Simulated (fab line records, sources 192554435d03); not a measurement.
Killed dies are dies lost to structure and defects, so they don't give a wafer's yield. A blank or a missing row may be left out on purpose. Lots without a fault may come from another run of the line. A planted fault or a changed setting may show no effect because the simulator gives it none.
Which tool did it? | flow n5_finfet | 12 lots, 36 wafers sampled, at 1 step of a route of 1938

WHAT THE GAUGES READ, wafer by wafer
N5_BEOL_M5_OVL_MEAS_12.
lot  | measured     | on         | M5_OVL (nm)
L075 | day 8 20:38  | overlay-02 | 0.4 0.7 0.7
L077 | day 9 06:47  | overlay-01 | -1.1 0.1 -1.0
L078 | day 9 10:38  | overlay-01 | 0.0 -0.8 -0.2
L081 | day 10 05:15 | overlay-01 | -0.3 0.4 0.3
L082 | day 10 12:56 | overlay-01 | 0.0 0.1 -0.1
L085 | day 10 20:54 | overlay-02 | -1.1 -1.5 -1.0
L087 | day 11 18:48 | overlay-02 | 0.2 -0.7 -0.4
L088 | day 12 07:44 | overlay-02 | -0.4 -0.7 -1.8
L090 | day 12 17:10 | overlay-02 | 0.4 0.5 1.5
L092 | day 13 07:35 | overlay-01 | -0.4 0.3 -0.6
L096 | day 14 02:48 | overlay-02 | 0.4 0.4 -0.8
L097 | day 14 12:25 | overlay-02 | 0.4 0.3 -0.2

WHICH TOOL RAN EACH LOT (tool, then ch and the chambers of the sampled wafers, then the start)
The record holds no process step before these readings.

THE ANSWER, worked out from the rows above alone
Rule: what is usual is taken from the lots themselves. Put in order of their means at a reading, lots are off if they are a third of the lots or fewer, leave a main group of 4 or more, and stand apart from it by a gap of 3 or more times the standard deviation of the main group's means; of several such gaps the widest counts. A main group whose means are all the same, to the digits that the tables above print for the reading, isn't used. A lot without any number at a reading at which 4 lots or more have one is off too. The other lots that the step has rows for count as sound.
No lot is off at any reading shown: from this, nothing can be told.

WHAT THE SIMULATOR HAD PUT IN
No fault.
